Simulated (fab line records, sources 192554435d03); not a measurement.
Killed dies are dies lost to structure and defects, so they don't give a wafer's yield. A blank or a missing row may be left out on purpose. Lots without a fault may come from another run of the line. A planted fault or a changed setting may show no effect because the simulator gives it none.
Chamber matching | flow n5_finfet | N5_SD_EPI_P_ETCH_47 on rie_diel-05: 4 sister chambers
The step etches SiOCN in CH3F/O2, target depth 25 nm. 4 wafers are shown with their chamber, then 10 later ones without.

WAFERS WITH THEIR CHAMBER
wafer  | chamber | drypump_motor_current_A (A)
L086.2 | 3       | 5.5
L089.3 | 2       | 5.7
L091.2 | 0       | 6.4
L091.4 | 1       | 5.4

WAFERS WITHOUT THEIR CHAMBER
wafer  | drypump_motor_current_A (A)
L091.6 | 5.7
L092.1 | 6.4
L092.2 | 5.4
L092.3 | 5.7
L094.1 | 5.7
L094.4 | 6.4
L094.5 | 5.4
L097.3 | 5.8
L097.4 | 5.4
L097.5 | 5.5

WHICH CHAMBER EACH WENT THROUGH
wafer  | from the rows above | in truth
L091.6 | 2                   | 2
L092.1 | 0                   | 0
L092.2 | 1                   | 1
L092.3 | 2                   | 2
L094.1 | 2                   | 2
L094.4 | 0                   | 0
L094.5 | 1                   | 1
L097.3 | 2                   | 2
L097.4 | 1                   | 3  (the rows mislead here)
L097.5 | 3                   | 3
Placed correctly: 9 of 10. Can't be placed from these rows: 0. Placed wrongly: 1.
How it was worked out, from the rows above alone: a wafer's distance from a chamber is the root of the sum, over the readings, of the square of ((its reading less the chamber's mean) divided by the reading's scatter). The wafer belongs to the nearest chamber; if the next one is less than 2 further off, it can't be placed. A chamber's mean is the mean of its shown wafers. The scatter: with one shown wafer a chamber, the root of the mean of the squares of how far each hidden wafer lies from its nearest shown one.
